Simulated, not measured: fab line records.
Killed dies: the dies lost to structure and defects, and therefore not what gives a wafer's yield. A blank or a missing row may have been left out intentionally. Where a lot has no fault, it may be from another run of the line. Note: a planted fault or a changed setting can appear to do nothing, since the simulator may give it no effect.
Code-filled problem report in 8D (eight disciplines) form	flow n5 finfet	the parts of the form that need people (team, actions taken, sign-off) are left out

== 1. PROBLEM STATEMENT ==
Wafers without a fault read 32.47, standard deviation 0.031; exposure dose mJ cm2 at N5_BEOL_M12_EXPOSE_07 reads a mean of 31.34 on 11 wafers belonging to 4 lots. That puts it -36 standard deviations away from the usual mean.
The step: exposes mask V11.
Seen first at day 13 07:44 on krf scanner-02, wafer L751.2. The record holds 35 wafers of 12 lots with a number at this step. Rule for "out" (also "out of limits"): further than 4 standard deviations from the usual mean. The other wafers with a number count as sound.

== 2. WHAT IT IS, WHAT IT ISN'T ==
question	is	is not
which readings at this step	exposure dose mJ cm2	-
which lots	L751, L752, L753, L754	L739, L741, L743, L744, L750, L756, L757, L761
which wafers of those lots	all that have a number	-
read on which tools	krf scanner-02	krf scanner-01
when	from day 13 07:44	up to then (15 sound wafers); but 9 sound wafers of L756, L757, L761 came after

== 3. THE SUSPECTS, EACH WITH WHAT RULES IT OUT ==
Counting: a tool stays on the suspect list if, at a process step up to the reading, it processed all lots that are out and no sound lot following the first of them.
- krf scanner-02 at N5_BEOL_M12_EXPOSE_07 (exposes mask V11): kept. Every lot that is out went through it, starting with L751 (day 13 07:44), and after that it ran no sound lot; the last sound lot it ran before then is L744 (day 11 21:09). Its own exposure dose mJ cm2 readings are out on those wafers.
After counting, what remains is krf scanner-02 at N5_BEOL_M12_EXPOSE_07.

== 4. THE CAUSE (what the simulator had put in) ==
Process parameters drifting: krf scanner-02 at N5_BEOL_M12_EXPOSE_07, beginning at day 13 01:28. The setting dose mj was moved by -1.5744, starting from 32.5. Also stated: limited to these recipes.
Counting left only this tool.

== 5. THE EFFECT CHAIN, in route order ==
Rows list readings where the struck wafers' mean (over those with a number) sits beyond 3 standard deviations from the usual. Readings are gone through only where the record gives a usual standard deviation; hours: the median, over the lots, of the time from a lot's start at the first step in this table giving one to that lot's start at this step; sigmas: the change measured in usual standard deviations.
hours	step	reading	usual	on struck wafers	change	sigmas
0	N5_BEOL_M12_EXPOSE_07	exposure dose mJ cm2	32.47	31.34	-1.13	-36
Its process steps:
- N5_BEOL_M12_EXPOSE_07: exposes mask V11.

== 6. WHAT WOULD HAVE CAUGHT IT SOONER ==
In this record the first reading out of limits was taken at day 13 07:44, 6 hours after the fault began at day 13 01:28.
